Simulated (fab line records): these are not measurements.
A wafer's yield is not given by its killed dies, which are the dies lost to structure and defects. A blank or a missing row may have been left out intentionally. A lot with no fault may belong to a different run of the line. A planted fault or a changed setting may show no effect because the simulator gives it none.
Lot-split experiment    flow n5-finfet    on a route of 1938 steps: 7 lots, 21 wafers read

ABOUT THE SPLIT
At N5_FIN_SAQP_HM_DEP_03 (deposits SiNx from SiH4/NH3/N2, target thk 38 nm, time 33.6 s), the setting time-s was moved away from the recipe's 33.6 s on 6 of the 21 wafers read, by -14.7% to +7.3%. This setting was run at the recipe's value on the other wafers.

FROM THE SPLIT TO THE READING: what the file shows between them, 8 steps
- N5_FIN_SAQP_THK_MEAS_05
- N5_FIN_SAQP_ETCH_51: etches SiARC in CF4, target depth 45.5 nm, time 75.8 s (also split here: cf4-flow-sccm)
- N5_FIN_SAQP_ETCH_52: etches SOC in N2/H2, target depth 100 nm, overetch 20 nm, time 150 s
- N5_FIN_SAQP_STRIP_53: strips in N2/H2
- N5_FIN_SAQP_MANDREL2_REMOVE_60: chemistry HBr/Cl2/O2, target a-Si, stops on SiNx, bt time 10 s
- N5_FIN_SAQP_HM_OPEN_33: chemistry CH3F/O2, target SiNx, target depth 49.4 nm, time 70.6 s
- N5_FIN_SAQP_ETCH_34: etches SiO2 in C4F6/O2, target depth 45 nm, time 15 s
- N5_FIN_SAQP_STRIP_77: strips in N2/H2, time 90 s

THE READING
SiNx_of_FIN_SAQP_HM_DEP_03.thk-nm (the simulator's own value, which no gauge read), in nm, at N5_FIN_SAQP_ETCH_64 (etches SiO2 in CF4, target depth 1.5 nm). There is no usual value for it anywhere in the file. The 15 wafers here that ran the recipe average 32.3 nm, standard deviation 0.52 nm.

wafer   tool, chamber at the split  time-s as run, s  against the recipe  SiNx_of_FIN_SAQP_HM_DEP_03.thk-nm, nm  against lot-mates on the recipe
L078.1  pecvd-01, 1                 36.05             +7.3%               34.6                                   +2.2
L078.4  pecvd-01, 0                 33.6              recipe              32.4                                   -
L078.5  pecvd-01, 1                 36.05             +7.3%               34.8                                   +2.4
L085.2  pecvd-03, 0                 33.6              recipe              31.4                                   -
L085.4  pecvd-03, 1                 33.6              recipe              31.8                                   -
L085.6  pecvd-03, 2                 33.6              recipe              31.6                                   -
L086.1  pecvd-03, 1                 30.04             -10.6%              27.4                                   -4.4
L086.3  pecvd-03, 2                 33.6              recipe              31.8                                   -
L086.6  pecvd-03, 1                 33.6              recipe              31.8                                   -
L087.2  pecvd-01, 2                 31.9              -5.1%               30.6                                   -2.0
L087.3  pecvd-01, 0                 33.6              recipe              32.2                                   -
L087.6  pecvd-01, 0                 33.6              recipe              33                                     -
L091.2  pecvd-03, 1                 33.6              recipe              32                                     -
L091.3  pecvd-03, 0                 29.09             -13.4%              27.4                                   -4.7
L091.4  pecvd-03, 1                 33.6              recipe              32.2                                   -
L095.1  pecvd-02, 1                 33.6              recipe              32.6                                   -
L095.2  pecvd-02, 0                 33.6              recipe              32.2                                   -
L095.3  pecvd-02, 1                 33.6              recipe              33                                     -
L097.1  pecvd-01, 2                 28.67             -14.7%              27.2                                   -5.7
L097.2  pecvd-01, 0                 33.6              recipe              33.2                                   -
L097.4  pecvd-01, 1                 33.6              recipe              32.6                                   -

THE FIT
A straight line over all 21 wafers: SiNx_of_FIN_SAQP_HM_DEP_03.thk-nm changes by +0.365 nm for each +1% of time-s; r = +0.97; the points scatter about the line by 0.53 nm.
The same after taking each lot's own level away (the mean of its wafers on the recipe; 21 wafers): +0.367 nm for each +1%; r = +0.99; scatter 0.29 nm.
That fit puts the effect of the largest move of time-s on the reading at 5.4 nm.
From 31.60 to 32.90 nm: that is the span of the lots' own levels, equal to 2.5 times the standard deviation above.
The two slopes agree, so the slope changes little with the lot-to-lot level.
Check: for one of the wafers moved furthest among these (-14.7%), held out of the fit, the line's prediction against its lot-mates is -5.34 nm. Against them it came out at -5.7 nm.

THE OTHER SPLITS THESE WAFERS WENT THROUGH
These wafers also went through other splits before the reading. Each is held against what the fit with the lots' levels taken away leaves over:
other split on the same wafers     wafers away from the commonest value  r with SiNx_of_FIN_SAQP_HM_DEP_03.thk-nm (lot level and that fit taken away)
N5_FIN_SAQP_ALD_61 temp-c          7                                     +0.01
N5_FIN_SAQP_ETCH_51 cf4-flow-sccm  9                                     -0.01

THE WHOLE CHAIN: every reading that the file lists as answering this split, in the file's order
step                     what it does                                                       reading                                                                             change (the file's fit)                r (the file's)
N5_FIN_SAQP_HM_DEP_03    deposits SiNx from SiH4/NH3/N2, target thk 38 nm, time 33.6 s      SiNx_of_FIN_SAQP_HM_DEP_03.thk-nm (the simulator's own value, which no gauge read)  +0.372 nm for each +1% of the setting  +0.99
N5_FIN_SAQP_THK_MEAS_05                                                                     thk-nm                                                                              withheld for each +1% of the setting   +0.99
N5_FIN_SAQP_HM_OPEN_33   chemistry CH3F/O2, target SiNx, target depth 49.4 nm, time 70.6 s  etch-rf-on-time-s                                                                   withheld for each +1% of the setting   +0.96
N5_FIN_SAQP_HM_OPEN_33   chemistry CH3F/O2, target SiNx, target depth 49.4 nm, time 70.6 s  etch.depth-nm (the simulator's own value, which no gauge read)                      +0.374 nm for each +1% of the setting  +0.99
N5_FIN_SAQP_ETCH_64      etches SiO2 in CF4, target depth 1.5 nm                            SiNx_of_FIN_SAQP_HM_DEP_03.thk-nm (the simulator's own value, which no gauge read)  +0.376 nm for each +1% of the setting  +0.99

THE FILE'S OWN FIT
SiNx_of_FIN_SAQP_HM_DEP_03.thk-nm changes by +0.376 nm for each +1% of time-s, r = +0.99.
